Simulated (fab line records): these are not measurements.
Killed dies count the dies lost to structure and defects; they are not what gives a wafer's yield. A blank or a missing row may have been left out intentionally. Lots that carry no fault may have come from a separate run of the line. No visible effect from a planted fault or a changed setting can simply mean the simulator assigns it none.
What tool caused it? ; flow n5Finfet ; 24 wafers from 8 lots sampled at 6 of the route's 1938 steps

== WHAT THE GAUGES READ, wafer by wafer ==
N5_MOL_CONTACT_COAG_CD_MEAS_137: the cd target is 16 nm. Usual: 15.8 nm for cdNm, sd 0.37.
lot;measured;on;cdNm (nm);flag
L749;day 5 17:04;cdSem-02;15.5 15.8 15.9;
L751;day 5 23:57;cdSem-01;15.9 16.5 16.3;
L752;day 6 05:52;cdSem-01;15.8 15.6 15.0;
L753;day 6 12:41;cdSem-01;16.0 15.7 16.1;
L758;day 7 19:31;cdSem-03;15.7 15.5 15.5;
L759;day 7 20:14;cdSem-02;16.3 17.2 16.4;
L766;day 9 15:05;cdSem-03;15.9 15.8 15.4;
L770;day 10 17:02;cdSem-02;15.8 15.8 15.5;

N5_MOL_CONTACT_COAG_CD_MEAS_40: the cd target is 25.1 nm. Usual: 25.12 nm for cdNm, sd 0.25.
lot;measured;on;cdNm (nm);flag
L749;day 5 17:25;cdSem-02;25.31 25.30 25.02;
L751;day 6 00:18;cdSem-01;25.38 24.92 25.27;
L752;day 6 06:18;cdSem-02;25.05 24.68 25.14;
L753;day 6 13:00;cdSem-02;25.15 25.15 25.13;
L758;day 7 19:57;cdSem-03;24.75 25.04 24.42;
L759;day 7 20:33;cdSem-02;25.44 25.66 25.01;
L766;day 9 15:32;cdSem-02;25.27 24.91 25.09;
L770;day 10 17:29;cdSem-03;25.23 24.98 25.39;

N5_BEOL_M4_RC_MEAS_101. Usual: DIBL_N 36.0 mV/V, standard deviation 1.8; DIBL_P 36.3 mV/V, standard deviation 2.4; IOFF_N 0.16 nA/um, standard deviation 0.035; IOFF_P 0.21 nA/um, standard deviation 0.036; ION_N 673 uA/um, standard deviation 13; ION_P 461 uA/um, standard deviation 7.2; SS_N 71.4 mV/dec, standard deviation 0.6; SS_P 73.2 mV/dec, standard deviation 0.7; VT_N 250 mV, standard deviation 4; VT_P -250.9 mV, standard deviation 2.9.
lot;measured;on;DIBL_N (mV/V);DIBL_P (mV/V);IOFF_N (nA/um);IOFF_P (nA/um);ION_N (uA/um);ION_P (uA/um);SS_N (mV/dec);SS_P (mV/dec);VT_N (mV);VT_P (mV);flag
L749;day 8 20:15;prober-02;36.7 34.7 39.2;38.2 33.9 41.4;0.19 0.14 0.25;0.25 0.17 0.32;675 666 693;465 457 473;72.5 72.2 72.8;73.7 72.5 74.6;248 250 242;-248.4 -252.9 -245.7;
L751;day 9 03:07;prober-02;34.3 34.0 32.7;33.5 32.9 30.7;0.16 0.14 0.12;0.21 0.19 0.16;678 670 653;463 459 461;70.8 71.3 71.3;73.2 72.7 72.2;246 250 252;-247.1 -249.6 -251.3;
L752;day 9 10:52;prober-02;33.9 37.5 35.4;34.9 37.1 36.2;0.13 0.19 0.15;0.17 0.20 0.19;674 668 678;461 455 470;70.4 72.0 71.5;73.2 73.4 73.2;254 248 249;-250.4 -251.0 -250.7;
L753;day 10 02:00;prober-02;32.7 34.2 35.7;32.6 34.1 37.3;0.10 0.12 0.15;0.14 0.16 0.20;643 663 692;446 453 471;70.0 71.5 71.5;71.9 72.7 73.3;259 255 248;-257.7 -254.1 -249.6;
L758;day 11 04:19;prober-02;36.3 34.5 36.6;37.7 34.6 37.1;0.18 0.15 0.19;0.22 0.18 0.21;682 671 683;457 456 464;71.2 70.8 71.7;74.1 72.5 73.6;248 248 244;-251.5 -252.5 -253.3;
L759;day 10 11:23;prober-01;35.3 34.6 32.8;35.9 35.0 32.3;0.13 0.13 0.10;0.21 0.19 0.15;668 673 657;464 473 458;70.6 70.6 70.4;73.9 73.0 71.3;255 253 259;-250.9 -252.9 -252.3;
L766;day 12 22:46;prober-01;37.1 35.1 37.7;38.5 35.2 38.7;0.16 0.12 0.17;0.23 0.20 0.24;678 664 680;465 463 470;71.7 71.3 71.9;73.3 72.1 73.4;251 257 250;-248.7 -251.2 -249.4;
L770;day 14 07:43;prober-02;37.5 37.7 36.6;39.3 39.7 38.0;0.18 0.18 0.16;0.24 0.25 0.23;691 680 685;475 471 474;71.0 72.0 71.1;73.8 74.1 73.4;246 247 246;-246.5 -247.2 -248.1;

== WHAT TOOL EACH LOT RAN ON (gives the tool, then ch and the chambers of the sampled wafers, and finally the start) ==
lot;N5_MOL_CONTACT_COAG_ALD_27;N5_MOL_CONTACT_COAG_DESCUM_88;N5_MOL_CONTACT_COAG_ETCH_91
L749;aldSin-03 ch 1,2,3, day 5 13:12;rieDiel-06 ch 0,1,2, day 5 16:11;rieDiel-05 ch 0,1,2, day 5 16:37
L751;aldSin-02 ch 0,2, day 5 18:52;rieDiel-05 ch 0,1,2, day 5 21:44;rieDiel-06 ch 0,2,3, day 5 23:29
L752;aldSin-04 ch 0,1,3, day 6 01:29;rieDiel-05 ch 1,2,3, day 6 04:44;rieDiel-06 ch 0,1,2, day 6 05:24
L753;aldSin-03 ch 1,2,3, day 6 08:26;rieDiel-01 ch 1,2,3, day 6 11:17;rieDiel-01 ch 0,2,3, day 6 12:13
L758;aldSin-03 ch 2,3, day 7 14:47;rieDiel-06 ch 0,2, day 7 18:15;rieDiel-06 ch 0,3, day 7 18:52
L759;aldSin-04 ch 1,3, day 7 15:19;rieDiel-01 ch 0,2, day 7 19:17;rieDiel-06 ch 2,3, day 7 19:47
L766;aldSin-03 ch 2,3, day 9 11:15;rieDiel-06 ch 0,1, day 9 14:17;rieDiel-05 ch 0,3, day 9 14:38
L770;aldSin-02 ch 1,2,3, day 10 13:14;rieDiel-06 ch 2,3, day 10 16:14;rieDiel-05 ch 0,2,3, day 10 16:35
- N5_MOL_CONTACT_COAG_ALD_27: deposits SiOC, target thk 17 nm, pulse time 1.5 s, time 2720 s.
- N5_MOL_CONTACT_COAG_DESCUM_88: chemistry O2, time 7 s.
- N5_MOL_CONTACT_COAG_ETCH_91: etches SOC in N2/H2, target depth 60 nm, overetch 21 nm, time 101.2 s.

== WHAT THE TOOLS THEMSELVES READ (means of the sampled wafers that have a number; where no wafer has one, the mark that the record gives instead) ==
N5_MOL_CONTACT_COAG_ALD_27. Usual: heaterPowerW 864 W, standard deviation 70; precursorPulseHeightRel 0.999, standard deviation 0.021.
lot;tool;heaterPowerW (W);precursorPulseHeightRel;flag
L749;aldSin-03;870;0.990;
L751;aldSin-02;781;0.996;
L752;aldSin-04;843;0.999;
L753;aldSin-03;870;1.003;
L758;aldSin-03;920;0.994;
L759;aldSin-04;822;0.997;
L766;aldSin-03;926;1.010;
L770;aldSin-02;795;1.015;

N5_MOL_CONTACT_COAG_DESCUM_88. Usual: biasPowerW is 19.99 W with standard deviation 0.059, chamberPressureMTorr is 19.998 mTorr with standard deviation 0.018, drypumpMotorCurrentA is 5.5 A with standard deviation 0.58, oesProductAu is 0.77 a.u. with standard deviation 0.081, rfVppV is 242.7 V with standard deviation 1.3, showerheadPlenumPTorr is 2.06 Torr with standard deviation 0.059, and throttleValvePct is 20.42 % with standard deviation 0.26.
lot;tool;biasPowerW (W);chamberPressureMTorr (mTorr);drypumpMotorCurrentA (A);oesProductAu (a.u.);rfVppV (V);showerheadPlenumPTorr (Torr);throttleValvePct (%);flag
L749;rieDiel-06;19.94;19.976;5.7;0.76;242.1;2.04;20.50;
L751;rieDiel-05;19.99;20.005;5.8;0.77;243.8;2.09;20.29;
L752;rieDiel-05;20.01;19.994;5.8;0.70;243.7;2.12;20.47;
L753;rieDiel-01;20.03;20.002;5.6;0.76;243.8;2.09;20.21;
L758;rieDiel-06;20.03;19.989;5.9;0.74;242.7;2.05;20.38;
L759;rieDiel-01;19.99;19.995;5.9;0.84;243.3;2.10;20.17;
L766;rieDiel-06;19.99;20.012;5.4;0.74;242.9;2.06;20.56;
L770;rieDiel-06;20.03;20.004;5.8;0.78;242.8;2.05;20.40;

N5_MOL_CONTACT_COAG_ETCH_91. Usual: chamberPressureMTorr 30.002 mTorr, standard deviation 0.029; drypumpMotorCurrentA 5.7 A, standard deviation 0.55; oesProductAu 0.64 a.u., standard deviation 0.064; rfVppV 522.9 V, standard deviation 2.3; showerheadPlenumPTorr 2.51 Torr, standard deviation 0.068; throttleValvePct 17.85 %, standard deviation 0.29.
lot;tool;chamberPressureMTorr (mTorr);drypumpMotorCurrentA (A);oesProductAu (a.u.);rfVppV (V);showerheadPlenumPTorr (Torr);throttleValvePct (%);flag
L749;rieDiel-05;30.000;5.8;0.65;523.8;2.54;17.73;
L751;rieDiel-06;29.997;5.9;0.61;521.4;2.46;17.95;
L752;rieDiel-06;29.990;5.7;0.63;521.2;2.47;17.87;
L753;rieDiel-01;30.035;5.5;0.66;523.0;2.52;17.71;
L758;rieDiel-06;30.014;5.5;0.60;520.8;2.47;18.12;
L759;rieDiel-06;29.992;6.2;0.57;520.0;2.42;18.04;
L766;rieDiel-05;30.023;6.1;0.63;525.6;2.57;17.95;
L770;rieDiel-05;29.982;5.9;0.70;524.7;2.57;17.75;

== THE ANSWER, worked out from the rows above alone ==
Rule: lot off if the mean of its wafers having a number is beyond 3 standard deviations from the usual mean. Also off: a lot with no number at a reading for which 4 or more lots have one. The other lots that the step has rows for count as sound. Order of review: gauges by route order, followed by the tools' own readings, for which a lot's mean as printed above is used. The first step at which some lot is off is used, and at that step the reading that is off furthest; a lot without a number counts as furthest.
Across all readings shown, no lot is off: no conclusion can be drawn from this.

== WHAT HAD BEEN PUT IN BY THE SIMULATOR ==
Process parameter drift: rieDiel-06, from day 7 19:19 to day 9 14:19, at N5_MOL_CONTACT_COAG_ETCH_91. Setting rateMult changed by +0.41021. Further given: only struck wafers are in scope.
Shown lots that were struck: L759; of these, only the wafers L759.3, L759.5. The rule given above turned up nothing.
